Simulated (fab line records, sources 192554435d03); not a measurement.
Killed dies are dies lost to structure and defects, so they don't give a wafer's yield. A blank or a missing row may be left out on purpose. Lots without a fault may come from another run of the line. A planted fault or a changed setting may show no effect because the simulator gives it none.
Chamber matching | flow n5_finfet | N5_BEOL_M2_VIA_ETCH_34 on rie_diel-01: 4 sister chambers
The step etches the open film in C4F6/O2, target depth 69.4 nm, time 65.9 s. 14 wafers are shown with their chamber, then 7 later ones without.

WAFERS WITH THEIR CHAMBER
wafer  | chamber | showerhead_plenum_p_Torr (Torr) | throttle_valve_pct (%) | rf_vpp_V (V)
L074.3 | 0       | 2.85                            | 30.89                  | 684
L074.4 | 3       | 2.76                            | 30.10                  | 641
L074.6 | 3       | 2.76                            | 30.11                  | 641
L075.1 | 0       | 2.85                            | 30.89                  | 683
L075.3 | 1       | 2.96                            | 30.68                  | 676
L075.6 | 3       | 2.76                            | 30.10                  | 639
L080.2 | 3       | 2.76                            | 30.12                  | 640
L080.3 | 2       | 2.72                            | 30.69                  | 667
L080.5 | 2       | 2.72                            | 30.69                  | 665
L083.2 | 2       | 2.72                            | 30.69                  | 666
L083.3 | 3       | 2.76                            | 30.13                  | 640
L083.4 | 0       | 2.84                            | 30.90                  | 683
L084.2 | 0       | 2.84                            | 30.91                  | 683
L084.4 | 1       | 2.96                            | 30.70                  | 675

SIGNATURES (means of the wafers above)
reading                  | chamber 0 | chamber 1 | chamber 2 | chamber 3 | scatter within a chamber
showerhead_plenum_p_Torr | 2.8450    | 2.9600    | 2.7200    | 2.7600    | 0.00316
throttle_valve_pct       | 30.8975   | 30.6900   | 30.6900   | 30.1120   | 0.0107
rf_vpp_V                 | 683.25    | 675.50    | 666.00    | 640.20    | 0.778
Rule: a wafer's distance from a chamber is the root of the sum, over the readings, of the square of ((its reading less the chamber's mean) divided by the reading's scatter). The wafer belongs to the nearest chamber; if the next one is less than 2 further off, it can't be placed. The scatter: the root of (the sum of the squares of (reading less its chamber's mean) over the shown wafers, divided by (wafers less chambers)).

WAFERS WITHOUT THEIR CHAMBER
wafer  | showerhead_plenum_p_Torr (Torr) | throttle_valve_pct (%) | rf_vpp_V (V)
L084.5 | 2.84                            | 30.91                  | 684
L085.1 | 2.76                            | 30.13                  | 641
L085.2 | 2.95                            | 30.69                  | 677
L085.3 | 2.71                            | 30.70                  | 666
L089.2 | 2.84                            | 30.91                  | 684
L089.4 | 2.83                            | 30.92                  | 682
L089.6 | 2.95                            | 30.70                  | 675

WHICH CHAMBER EACH WENT THROUGH
wafer  | from the rows above | in truth
L084.5 | 0                   | 0
L085.1 | 3                   | 3
L085.2 | 1                   | 1
L085.3 | 2                   | 2
L089.2 | 0                   | 0
L089.4 | 0                   | 0
L089.6 | 1                   | 1
Placed correctly: 7 of 7. Can't be placed from these rows: 0. Placed wrongly: 0.
